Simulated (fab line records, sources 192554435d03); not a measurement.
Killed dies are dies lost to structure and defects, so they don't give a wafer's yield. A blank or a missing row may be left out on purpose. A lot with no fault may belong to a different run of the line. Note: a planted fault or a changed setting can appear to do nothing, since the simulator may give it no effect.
Split-lot study + flow n5Finfet + 7 lots, 39 wafers read, on a route of 1938 steps

THE SPLIT
At N5_BEOL_M13_SPUTTER_43 (material TaN, target thk 15 nm, time 24.19 s), the setting timeS was moved away from the recipe's 24.19 s on 15 of the 39 wafers read, by -40.2% to +49.9%. This setting was run at the recipe's value on the other wafers.

The reading is taken at the split's own step.

THE READING
TaN_of_BEOL_M13_SPUTTER_43.thkNm (the simulator's own value, which no gauge read), in nm, at N5_BEOL_M13_SPUTTER_43 (material TaN, target thk 15 nm, time 24.19 s). The file gives no usual value for it. Here, 24 wafers ran the recipe; their average is 14.9 nm with a standard deviation of 0.15 nm.

| wafer  | tool, chamber at the split | timeS as run, s | against the recipe | TaN_of_BEOL_M13_SPUTTER_43.thkNm, nm | against lot-mates on the recipe |
|--------|----------------------------|-----------------|--------------------|--------------------------------------|---------------------------------|
| L076.1 | pvdSputter-03, -           | 24.19           | recipe             | 14.8                                 | -                               |
| L076.2 | pvdSputter-03, -           | 24.19           | recipe             | 14.8                                 | -                               |
| L076.4 | pvdSputter-03, -           | 24.19           | recipe             | 14.8                                 | -                               |
| L076.5 | pvdSputter-03, -           | 24.19           | recipe             | 14.8                                 | -                               |
| L076.6 | pvdSputter-03, -           | 24.19           | recipe             | 14.8                                 | -                               |
| L076.3 | pvdSputter-03, -           | 24.19           | recipe             | 15                                   | -                               |
| L079.1 | pvdSputter-01, -           | 24.19           | recipe             | 14.6                                 | -                               |
| L079.5 | pvdSputter-01, -           | 24.19           | recipe             | 14.6                                 | -                               |
| L079.2 | pvdSputter-01, -           | 33.6            | +38.9%             | 20.4                                 | +5.7                            |
| L079.3 | pvdSputter-01, -           | 33.6            | +38.9%             | 20.6                                 | +5.9                            |
| L079.4 | pvdSputter-01, -           | 24.19           | recipe             | 14.8                                 | -                               |
| L079.6 | pvdSputter-01, -           | 33.6            | +38.9%             | 20.8                                 | +6.1                            |
| L085.1 | pvdSputter-03, -           | 24.19           | recipe             | 14.8                                 | -                               |
| L085.2 | pvdSputter-03, -           | 20.05           | -17.1%             | 12.4                                 | -2.5                            |
| L085.3 | pvdSputter-03, -           | 20.05           | -17.1%             | 12.4                                 | -2.5                            |
| L085.4 | pvdSputter-03, -           | 20.05           | -17.1%             | 12.2                                 | -2.7                            |
| L085.5 | pvdSputter-03, -           | 24.19           | recipe             | 15                                   | -                               |
| L085.6 | pvdSputter-03, -           | 24.19           | recipe             | 15                                   | -                               |
| L083.1 | pvdSputter-03, -           | 24.19           | recipe             | 15                                   | -                               |
| L083.4 | pvdSputter-03, -           | 24.19           | recipe             | 15                                   | -                               |
| L083.5 | pvdSputter-03, -           | 24.19           | recipe             | 15                                   | -                               |
| L083.2 | pvdSputter-03, -           | 36.26           | +49.9%             | 22.4                                 | +7.4                            |
| L083.3 | pvdSputter-03, -           | 36.26           | +49.9%             | 22.4                                 | +7.4                            |
| L083.6 | pvdSputter-03, -           | 36.26           | +49.9%             | 22.4                                 | +7.4                            |
| L084.1 | pvdSputter-02, -           | 14.46           | -40.2%             | 9                                    | -5.9                            |
| L084.2 | pvdSputter-02, -           | 14.46           | -40.2%             | 9                                    | -5.9                            |
| L084.3 | pvdSputter-02, -           | 24.19           | recipe             | 15                                   | -                               |
| L084.6 | pvdSputter-02, -           | 24.19           | recipe             | 15                                   | -                               |
| L084.4 | pvdSputter-02, -           | 14.46           | -40.2%             | 9.2                                  | -5.7                            |
| L084.5 | pvdSputter-02, -           | 24.19           | recipe             | 14.8                                 | -                               |
| L095.1 | pvdSputter-01, -           | 17.7            | -26.8%             | 11                                   | -4.0                            |
| L095.6 | pvdSputter-01, -           | 17.7            | -26.8%             | 11                                   | -4.0                            |
| L095.2 | pvdSputter-01, -           | 24.19           | recipe             | 14.8                                 | -                               |
| L095.3 | pvdSputter-01, -           | 17.7            | -26.8%             | 11.2                                 | -3.8                            |
| L095.4 | pvdSputter-01, -           | 24.19           | recipe             | 15                                   | -                               |
| L095.5 | pvdSputter-01, -           | 24.19           | recipe             | 15.2                                 | -                               |
| L094.1 | pvdSputter-03, -           | 24.19           | recipe             | 15.2                                 | -                               |
| L094.3 | pvdSputter-03, -           | 24.19           | recipe             | 15                                   | -                               |
| L094.5 | pvdSputter-03, -           | 24.19           | recipe             | 15                                   | -                               |

THE FIT
A straight line over all 39 wafers: TaN_of_BEOL_M13_SPUTTER_43.thkNm changes by +0.147 nm for each +1% of timeS; r = +1.00; the points scatter about the line by 0.15 nm.
The same after taking each lot's own level away (the mean of its wafers on the recipe; 39 wafers): +0.149 nm for each +1%; r = +1.00; scatter 0.12 nm.
On that fit, the largest move of timeS shifts the reading by 7.4 nm.
The span of the lots' own levels, 14.67 to 15.07 nm, comes to 2.6 times the standard deviation stated above.
Consequently the slope shifts little with the lot-to-lot level, the two slopes agreeing.
Check: for one of the wafers moved furthest among these (+49.9%), held out of the fit, the line's prediction against its lot-mates is +7.44 nm. Against them it came out at +7.4 nm.

FURTHER SPLITS ON THESE WAFERS
Before the reading, these wafers also passed through other splits. Each is held against what the fit with the lots' levels taken away leaves over:
| other split on the same wafers    | wafers away from the commonest value | r with TaN_of_BEOL_M13_SPUTTER_43.thkNm (lot level and that fit taken away) |
|-----------------------------------|--------------------------------------|-----------------------------------------------------------------------------|
| N5_BEOL_M13_ILD_DEP_00 targetThkA | 18                                   | +0.29                                                                       |

THE FILE'S OWN FIT
TaN_of_BEOL_M13_SPUTTER_43.thkNm changes by +0.149 nm for each +1% of timeS, r = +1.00.
